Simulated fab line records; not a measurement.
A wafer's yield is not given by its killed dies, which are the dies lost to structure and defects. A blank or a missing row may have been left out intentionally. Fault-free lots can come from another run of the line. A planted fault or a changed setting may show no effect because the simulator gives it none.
Comparing a struck lot with a sound one	flow n5 finfet	23 steps out of a route of 1938
Sound: wafers L332.3, L332.4, L332.5. Wafers L339.2, L339.5, L339.6 were the ones struck. At the end, the cause is stated.
Per side, at each step with rows, come the tool, then ch with its chambers, and then its first start. Under that, the readings that differ: sound wafers	struck wafers	difference of the means	sigmas: that difference in standard deviations of wafers without a fault.
alike: words and numbers the same on both sides, and readings whose means are apart by under 2 such deviations; not compared: readings that were withheld, readings missing a value for some wafer, numbers with overlapping values and no deviation given by the record, and bounds like >300 which may hide the same value.
The two part at a step that has a row with sigmas, a row that says differs or no value, or rows on one side only. Numbers that have no deviation but don't overlap get no sigmas and don't part them. Lack of a reading on every wafer of one side parts them only where that side has two or more wafers.

first, 8 steps without rows for these wafers: N5_BEOL_M0_PRE_CLEAN_131 (time 15 s); N5_BEOL_M0_CO_CAP_123 (material Co, precursor CCTBA/H2, target thk 2 nm, time 102.1 s); N5_BEOL_M0_PRE_CLEAN_124 (time 15 s); N5_BEOL_M0_DEP_125 (deposits SiCN from 3MS/NH3, target thk 8 nm, time 14 s); N5_BEOL_M1_ILD_DEP_00 (deposits SiOC from DEMS/O2, target thk 79 nm, time 15.3 s); N5_BEOL_M1_PECVD_72 (deposits SiO2 from TEOS/O2, target thk 16 nm, time 18 s); N5_BEOL_M1_HM_DEP_02 (deposits TiN, target thk 20 nm); N5_BEOL_M1_COAT_61 (time 60 s, resist thk 60 nm).
N5_BEOL_M1_COAT_62: time 60 s, resist thk 12 nm.
  sound on litho track-04 ch 0, day 7 20:13; struck on litho track-01 ch 0, day 9 15:00
reading	sound	struck	difference	sigmas
spin speed rpm (rpm)	1498.1 1498.1 1500.5	1624.3 1624.9 1624.7	+125.7	+99 or more
model.SiARC_of_BEOL_M1_COAT_62.thk nm (nm)	12 12 12	11.6 11.6 11.6	-0.4	
  alike: dispense pressure kPa
then, 9 steps without rows for these wafers: N5_BEOL_M1_COAT_73 (time 60 s, resist thk 5 nm); N5_BEOL_M1_COAT_05 (resist thk 30 nm); N5_BEOL_M1_EBR_07; N5_BEOL_M1_SOFTBAKE_06 (time 60 s); N5_BEOL_M1_EXPOSE_08 (exposes mask M1); N5_BEOL_M1_PEB_09 (peb time 60 s); N5_BEOL_M1_DEVELOP_10 (develop time 30 s); N5_BEOL_M1_DESCUM_16 (chemistry O2, time 7 s); N5_BEOL_M1_ETCH_74 (etches underlayer in N2/H2, target depth 6.5 nm, time 5.2 s).
N5_BEOL_M1_ETCH_63: etches SiARC in CF4, target depth 15.6 nm, time 26 s.
  sound on rie diel-03 ch 2,3, day 7 20:46; struck on rie diel-02 ch 0,2,3, day 9 15:43
reading	sound	struck	difference	sigmas
model.etch.depth nm (nm)	11.99 11.95 11.94	11.58 11.52 11.58	-0.40	
model.CAR-EUV_of_BEOL_M1_COAT_05.thk nm (nm)	11.2 11.2 11.2	11.4 11.6 11.6	+0.3	
  alike: chamber pressure mTorr, drypump motor current A, etch rf on time s, oes product au, rf vpp V, showerhead plenum p Torr, throttle valve pct
  not compared: rf hours counter h
N5_BEOL_M1_ETCH_64: etches SOC in N2/H2, target depth 75 nm, overetch 15 nm, time 112.5 s.
  sound on rie diel-03 ch 2,3, day 7 20:48; struck on rie diel-02 ch 0,2,3, day 9 15:44
reading	sound	struck	difference	sigmas
model.SiARC_of_BEOL_M1_COAT_62.thk nm (nm)	6.8 6.8 6.8	6.6 6.4 6.4	-0.3	
  alike: chamber pressure mTorr, drypump motor current A, oes product au, rf vpp V, showerhead plenum p Torr, throttle valve pct
  not compared: rf hours counter h
then, 1 step without rows for these wafers: N5_BEOL_M1_STRIP_65 (strips in N2/H2).
N5_BEOL_M4_RC_MEAS_101:
  sound on prober-01 ch 0, day 9 16:32; struck on prober-02 ch 0, day 11 04:39
reading	sound	struck	difference	sigmas
DIBL_P (mV/V)	40.1 37.6 40.0	35.0 34.8 32.7	-5.1	-3
IOFF_P (nA/um)	0.267 0.218 0.256	0.202 0.196 0.173	-0.057	-2
ION_N (uA/um)	691 674 679	665 661 652	-22	-3
  alike: DIBL_N, IOFF_N, ION_P, SS_N, SS_P, VT_N, VT_P
N5_PASSIVATION_PROBE_49:
  sound wafers here have rows in the record (prober-01, day 14 02:08); struck ones have none

== WHERE THEY PART ==
Earliest at N5_BEOL_M1_COAT_62; latest, in this record, at N5_PASSIVATION_PROBE_49.

WHY: the cause the simulator had injected
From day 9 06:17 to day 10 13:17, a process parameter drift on litho track-01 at N5_BEOL_M1_COAT_62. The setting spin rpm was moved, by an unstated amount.
